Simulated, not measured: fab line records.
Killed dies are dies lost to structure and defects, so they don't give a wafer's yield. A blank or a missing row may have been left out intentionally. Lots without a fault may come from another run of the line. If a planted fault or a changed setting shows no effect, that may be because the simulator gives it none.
Which tool did it?	flow n5Finfet	24 lots, 72 wafers sampled, at 6 steps of a route of 1938

## WHAT THE GAUGES READ, wafer by wafer
N5_BEOL_M8_CD_MEAS_18: pitch 80 nm, target cd 40 nm. Usual: cdNm at 40.0 nm, with a standard deviation of 0.39.
lot	measured	on	cdNm (nm)	flag
L075	day 9 06:56	cdSem-02	39.6 39.7 40.2	
L074	day 9 08:47	cdSem-01	39.8 39.7 39.6	
L077	day 9 11:39	cdSem-01	40.6 40.5 39.6	
L076	day 9 11:55	cdSem-02	40.2 39.5 39.1	
L078	day 10 01:16	cdSem-02	40.2 39.8 39.7	
L080	day 10 07:00	cdSem-03	39.9 40.6 39.9	
L079	day 10 07:14	cdSem-01	39.9 39.8 39.6	
L081	day 10 10:07	cdSem-01	39.5 39.8 40.4	
L082	day 10 16:38	cdSem-02	40.0 39.8 39.4	
L083	day 11 15:43	cdSem-03	40.3 40.5 40.0	
L086	day 11 20:14	cdSem-03	40.0 40.4 40.2	
L084	day 11 21:37	cdSem-03	40.4 40.1 39.4	
L085	day 11 22:21	cdSem-03	40.5 39.5 40.4	
L087	day 12 09:41	cdSem-03	40.5 40.2 40.5	
L088	day 12 20:11	cdSem-02	39.9 40.1 40.0	
L089	day 12 21:19	cdSem-02	40.0 39.8 40.6	
L091	day 12 21:57	cdSem-03	39.9 39.6 39.4	
L090	day 13 00:04	cdSem-02	40.1 39.7 39.6	
L093	day 13 18:58	cdSem-03	39.9 39.8 40.1	
L092	day 14 02:50	cdSem-02	39.9 39.9 40.0	
L094	day 14 06:44	cdSem-02	40.4 40.3 40.2	
L095	day 15 00:39	cdSem-01	39.6 39.8 39.7	
L096	day 15 12:08	cdSem-03	40.5 40.2 40.7	
L097	day 15 12:59	cdSem-02	40.0 40.2 40.0	

N5_BEOL_M8_INSPECT_30: inspects for defects (brightfield). Usual: rawDefectCount at 427, with a standard deviation of 96.
lot	measured	on	rawDefectCount	flag
L075	day 9 10:31	defectInspect-01	518 435 541	
L074	day 9 09:58	defectInspect-02	511 515 684	
L077	day 9 14:26	defectInspect-01	457 416 345	
L076	day 9 14:41	defectInspect-01	410 392 508	
L078	day 10 01:40	defectInspect-02	244 272 342	
L080	day 10 08:04	defectInspect-02	478 589 649	
L079	day 10 08:06	defectInspect-02	310 296 317	
L081	day 10 11:07	defectInspect-01	591 591 453	
L082	day 10 17:02	defectInspect-02	424 458 398	
L083	day 11 18:27	defectInspect-02	534 470 381	
L086	day 12 00:16	defectInspect-02	356 549 293	
L084	day 12 00:05	defectInspect-02	411 491 562	
L085	day 12 00:19	defectInspect-02	587 573 513	
L087	day 12 10:31	defectInspect-02	441 388 371	
L088	day 12 20:42	defectInspect-02	375 449 477	
L089	day 12 22:51	defectInspect-02	440 449 526	
L091	day 12 22:56	defectInspect-02	322 385 414	
L090	day 13 00:35	defectInspect-01	406 290 274	
L093	day 13 19:30	defectInspect-02	380 419 399	
L092	day 14 04:27	defectInspect-02	338 408 381	
L094	day 14 08:04	defectInspect-01	337 342 346	
L095	day 15 01:40	defectInspect-01	361 413 426	
L096	day 15 12:33	defectInspect-02	396 424 361	
L097	day 15 15:13	defectInspect-02	485 465 426	

## EACH LOT AND THE TOOL THAT RAN IT (in order: tool; ch and the chambers of the sampled wafers; start)
lot	N5_BEOL_M7_ALD_77	N5_BEOL_M7_ANNEAL_51	N5_BEOL_M8_STRIP_67	N5_BEOL_M8_STRIP_19
L075	aldMetal-03 ch 0,1,3, day 9 01:54	rtpAnneal-02 ch 0, day 9 02:37	rieDiel-01 ch 0,1,3, day 9 06:43	rieDiel-01 ch 0,2,3, day 9 06:52
L074	aldMetal-03 ch 1,2, day 9 05:14	rtpAnneal-02 ch 0, day 9 06:04	rieDiel-03 ch 0,1,2, day 9 08:34	rieDiel-01 ch 0,1, day 9 08:43
L077	aldMetal-02 ch 1,2,3, day 9 06:25	rtpAnneal-01 ch 0, day 9 07:32	rieDiel-02 ch 0,2,3, day 9 11:26	rieDiel-01 ch 0,1,3, day 9 11:35
L076	aldMetal-03 ch 0,2,3, day 9 06:41	rtpAnneal-02 ch 0, day 9 07:38	rieDiel-02 ch 1,2,3, day 9 11:41	rieDiel-02 ch 0,1,3, day 9 11:50
L078	aldMetal-03 ch 0,2,3, day 9 21:13	rtpAnneal-02 ch 0, day 9 22:07	rieDiel-03 ch 0,1,2, day 10 01:02	rieDiel-03 ch 0,1,2, day 10 01:11
L080	aldMetal-01 ch 0,1,3, day 10 02:14	rtpAnneal-02 ch 0, day 10 03:22	rieDiel-02 ch 0,2,3, day 10 06:47	rieDiel-03 ch 0,1,2, day 10 06:56
L079	aldMetal-01 ch 0,1, day 10 02:46	rtpAnneal-01 ch 0, day 10 03:55	rieDiel-01 ch 1,2,3, day 10 07:01	rieDiel-01 ch 1,3, day 10 07:10
L081	aldMetal-02 ch 1,3, day 10 05:45	rtpAnneal-02 ch 0, day 10 06:37	rieDiel-02 ch 1,2,3, day 10 09:45	rieDiel-01 ch 0,1, day 10 10:02
L082	aldMetal-02 ch 2,3, day 10 12:06	rtpAnneal-01 ch 0, day 10 12:54	rieDiel-03 ch 0,1,3, day 10 16:24	rieDiel-01 ch 0,1,2, day 10 16:34
L083	aldMetal-03 ch 1,2,3, day 11 11:06	rtpAnneal-02 ch 0, day 11 12:06	rieDiel-02 ch 0,2,3, day 11 15:29	rieDiel-03 ch 1,2, day 11 15:38
L086	aldMetal-01 ch 0,1, day 11 15:45	rtpAnneal-01 ch 0, day 11 17:34	rieDiel-03 ch 0,2, day 11 20:01	rieDiel-01 ch 0,1,3, day 11 20:10
L084	aldMetal-02 ch 0,1,3, day 11 15:55	rtpAnneal-01 ch 0, day 11 18:20	rieDiel-03 ch 0,1,3, day 11 21:21	rieDiel-01 ch 0,3, day 11 21:33
L085	aldMetal-03 ch 0,2,3, day 11 19:07	rtpAnneal-01 ch 0, day 11 19:56	rieDiel-01 ch 2,3, day 11 22:08	rieDiel-01 ch 0,3, day 11 22:17
L087	aldMetal-02 ch 0,1,3, day 12 04:34	rtpAnneal-02 ch 0, day 12 05:23	rieDiel-01 ch 0,1,3, day 12 09:28	rieDiel-03 ch 0,1,2, day 12 09:37
L088	aldMetal-01 ch 0,2,3, day 12 15:11	rtpAnneal-01 ch 0, day 12 16:59	rieDiel-01 ch 1,2,3, day 12 19:44	rieDiel-02 ch 1,2,3, day 12 20:07
L089	aldMetal-03 ch 0,3, day 12 15:14	rtpAnneal-01 ch 0, day 12 18:19	rieDiel-02 ch 1,2, day 12 21:01	rieDiel-02 ch 0,2,3, day 12 21:14
L091	aldMetal-01 ch 0,2,3, day 12 17:52	rtpAnneal-02 ch 0, day 12 18:58	rieDiel-03 ch 0,2, day 12 21:44	rieDiel-03 ch 0,3, day 12 21:53
L090	aldMetal-03 ch 0,2,3, day 12 18:02	rtpAnneal-02 ch 0, day 12 19:35	rieDiel-03 ch 0,1, day 12 23:49	rieDiel-03 ch 1,2, day 12 23:58
L093	aldMetal-03 ch 1,2,3, day 13 13:02	rtpAnneal-02 ch 0, day 13 13:52	rieDiel-02 ch 0,1,2, day 13 18:45	rieDiel-03 ch 0,2, day 13 18:54
L092	aldMetal-03 ch 0,3, day 13 20:23	rtpAnneal-01 ch 0, day 13 21:17	rieDiel-03 ch 0,2,3, day 14 02:32	rieDiel-03 ch 0,2,3, day 14 02:47
L094	aldMetal-03 ch 1,3, day 14 02:19	rtpAnneal-02 ch 0, day 14 03:26	rieDiel-01 ch 2,3, day 14 06:31	rieDiel-02 ch 0,1,3, day 14 06:40
L095	aldMetal-01 ch 1,2, day 14 19:46	rtpAnneal-01 ch 0, day 14 21:05	rieDiel-02 ch 1,2,3, day 15 00:26	rieDiel-01 ch 1,2,3, day 15 00:35
L096	aldMetal-01 ch 0,1,3, day 15 06:34	rtpAnneal-01 ch 0, day 15 08:32	rieDiel-03 ch 0,1,3, day 15 11:55	rieDiel-01 ch 0,2,3, day 15 12:04
L097	aldMetal-02 ch 1,2,3, day 15 09:04	rtpAnneal-01 ch 0, day 15 10:02	rieDiel-03 ch 1,3, day 15 12:46	rieDiel-02 ch 0,2,3, day 15 12:55
- N5_BEOL_M7_ALD_77: deposits TaN, target thk 2 nm, pulse time 2 s, purge time 3 s.
- N5_BEOL_M7_ANNEAL_51: time 90 s.
- N5_BEOL_M8_STRIP_67: strips in CF4.
- N5_BEOL_M8_STRIP_19: strips in O2.

## WHAT THE TOOLS THEMSELVES READ (means of the sampled wafers that have a number; where no wafer has one, the mark that the record gives instead)
N5_BEOL_M7_ALD_77. Usual: heaterPowerW at 414 W, with a standard deviation of 45.
lot	tool	heaterPowerW (W)	flag
L075	aldMetal-03	394	
L074	aldMetal-03	406	
L077	aldMetal-02	384	
L076	aldMetal-03	410	
L078	aldMetal-03	414	
L080	aldMetal-01	442	
L079	aldMetal-01	466	
L081	aldMetal-02	397	
L082	aldMetal-02	371	
L083	aldMetal-03	411	
L086	aldMetal-01	480	
L084	aldMetal-02	416	
L085	aldMetal-03	405	
L087	aldMetal-02	415	
L088	aldMetal-01	403	
L089	aldMetal-03	403	
L091	aldMetal-01	410	
L090	aldMetal-03	406	
L093	aldMetal-03	412	
L092	aldMetal-03	394	
L094	aldMetal-03	403	
L095	aldMetal-01	492	
L096	aldMetal-01	444	
L097	aldMetal-02	384	

N5_BEOL_M7_ANNEAL_51. Usual: annealTempCMax 226.4, standard deviation 0.33; wafer_temp_C_max 225.79, standard deviation 0.28.
lot	tool	annealTempCMax	wafer_temp_C_max	flag
L075	rtpAnneal-02	226.8	225.58	
L074	rtpAnneal-02	226.8	225.45	
L077	rtpAnneal-01	226.3	225.78	
L076	rtpAnneal-02	226.8	225.89	
L078	rtpAnneal-02	226.1	225.68	
L080	rtpAnneal-02	226.5	225.69	
L079	rtpAnneal-01	226.3	225.91	
L081	rtpAnneal-02	226.5	225.36	
L082	rtpAnneal-01	226.1	226.10	
L083	rtpAnneal-02	226.5	225.83	
L086	rtpAnneal-01	226.2	226.24	
L084	rtpAnneal-01	226.2	225.90	
L085	rtpAnneal-01	226.2	226.04	
L087	rtpAnneal-02	226.7	225.44	
L088	rtpAnneal-01	226.2	225.92	
L089	rtpAnneal-01	226.1	225.84	
L091	rtpAnneal-02	226.2	225.59	
L090	rtpAnneal-02	226.7	225.70	
L093	rtpAnneal-02	226.3	225.86	
L092	rtpAnneal-01	226.3	226.01	
L094	rtpAnneal-02	226.9	225.39	
L095	rtpAnneal-01	226.3	225.99	
L096	rtpAnneal-01	226.2	225.86	
L097	rtpAnneal-01	225.9	226.11	

N5_BEOL_M8_STRIP_67. Usual: drypumpMotorCurrentA 5.9 A, standard deviation 0.45; oesProductAu 0.82 a.u., standard deviation 0.09; rfVppV 271.3 V, standard deviation 1.5; showerheadPlenumPTorr 1.79 Torr, standard deviation 0.056; throttleValvePct 13.40 %, standard deviation 0.23.
lot	tool	drypumpMotorCurrentA (A)	oesProductAu (a.u.)	rfVppV (V)	showerheadPlenumPTorr (Torr)	throttleValvePct (%)	flag
L075	rieDiel-01	6.1	0.88	272.4	1.82	13.17	
L074	rieDiel-03	6.2	0.81	271.1	1.77	13.40	
L077	rieDiel-02	5.6	0.83	271.5	1.81	13.49	
L076	rieDiel-02	5.4	0.80	270.9	1.78	13.61	
L078	rieDiel-03	6.2	0.78	269.8	1.77	13.43	
L080	rieDiel-02	5.6	0.82	271.3	1.81	13.50	
L079	rieDiel-01	5.9	0.81	271.1	1.80	13.33	
L081	rieDiel-02	5.4	0.79	272.2	1.78	13.64	
L082	rieDiel-03	6.1	0.87	270.6	1.79	13.36	
L083	rieDiel-02	5.7	0.81	271.8	1.81	13.53	
L086	rieDiel-03	6.3	0.83	270.4	1.74	13.26	
L084	rieDiel-03	6.1	0.85	271.6	1.79	13.39	
L085	rieDiel-01	5.8	0.76	271.5	1.81	13.37	
L087	rieDiel-01	6.1	0.84	272.9	1.81	13.24	
L088	rieDiel-01	5.9	0.79	272.1	1.80	13.37	
L089	rieDiel-02	5.3	0.90	273.6	1.86	13.53	
L091	rieDiel-03	6.3	0.82	269.8	1.74	13.30	
L090	rieDiel-03	6.0	0.75	271.2	1.81	13.49	
L093	rieDiel-02	5.3	0.85	272.7	1.84	13.39	
L092	rieDiel-03	6.3	0.82	270.9	1.73	13.42	
L094	rieDiel-01	6.0	0.76	272.2	1.84	13.38	
L095	rieDiel-02	5.4	0.84	272.5	1.84	13.53	
L096	rieDiel-03	6.1	0.88	270.7	1.78	13.27	
L097	rieDiel-03	6.1	0.89	271.9	1.78	13.38	

N5_BEOL_M8_STRIP_19. Usual: drypumpMotorCurrentA 6.0 A, standard deviation 0.39; oesProductAu 0.82 a.u., standard deviation 0.087; rfVppV 3.7 V, standard deviation 0.59; showerheadPlenumPTorr 2.10 Torr, standard deviation 0.073; throttleValvePct 16.45 %, standard deviation 0.24.
lot	tool	drypumpMotorCurrentA (A)	oesProductAu (a.u.)	rfVppV (V)	showerheadPlenumPTorr (Torr)	throttleValvePct (%)	flag
L075	rieDiel-01	6.0	0.84	3.6	2.15	16.27	
L074	rieDiel-01	6.1	0.91	3.7	2.11	16.18	
L077	rieDiel-01	6.1	0.88	3.5	2.13	16.28	
L076	rieDiel-02	5.4	0.75	4.0	2.06	16.51	
L078	rieDiel-03	6.2	0.78	3.5	2.07	16.51	
L080	rieDiel-03	6.2	0.78	3.3	2.07	16.50	
L079	rieDiel-01	6.1	0.84	3.4	2.16	16.40	
L081	rieDiel-01	6.0	0.88	3.7	2.06	16.30	
L082	rieDiel-01	5.9	0.84	3.6	2.08	16.30	
L083	rieDiel-03	6.0	0.70	3.9	2.10	16.73	
L086	rieDiel-01	6.1	0.85	4.1	2.12	16.32	
L084	rieDiel-01	6.2	0.84	3.8	2.18	16.30	
L085	rieDiel-01	6.1	0.86	3.4	2.16	16.21	
L087	rieDiel-03	6.2	0.76	3.6	2.06	16.54	
L088	rieDiel-02	5.5	0.87	3.7	2.16	16.61	
L089	rieDiel-02	5.7	0.80	3.5	2.11	16.62	
L091	rieDiel-03	6.3	0.91	3.4	2.06	16.47	
L090	rieDiel-03	6.2	0.68	3.3	2.04	16.74	
L093	rieDiel-03	6.3	0.80	4.0	2.03	16.38	
L092	rieDiel-03	6.3	0.82	3.8	2.03	16.53	
L094	rieDiel-02	5.4	0.81	4.2	2.14	16.43	
L095	rieDiel-01	5.9	0.76	3.2	2.09	16.48	
L096	rieDiel-01	6.0	0.78	4.0	2.13	16.39	
L097	rieDiel-02	5.7	0.78	3.3	2.10	16.67	

## THE ANSWER, worked out from the rows above alone
Rule: a lot counts as off when the mean over its wafers that have a number is more than 3 standard deviations away from the usual mean. A lot without any number at a reading at which 4 lots or more have one is off too. The other lots that the step has rows for count as sound. The gauges are gone through in route order, then the tools' own readings, and for those a lot's mean is taken as printed above. The first step at which some lot is off is used, and at that step the reading that is off furthest; a lot without a number counts as furthest.
No lot is off on any of the readings shown, so nothing can be concluded from this.

## WHAT WAS PUT IN BY THE SIMULATOR
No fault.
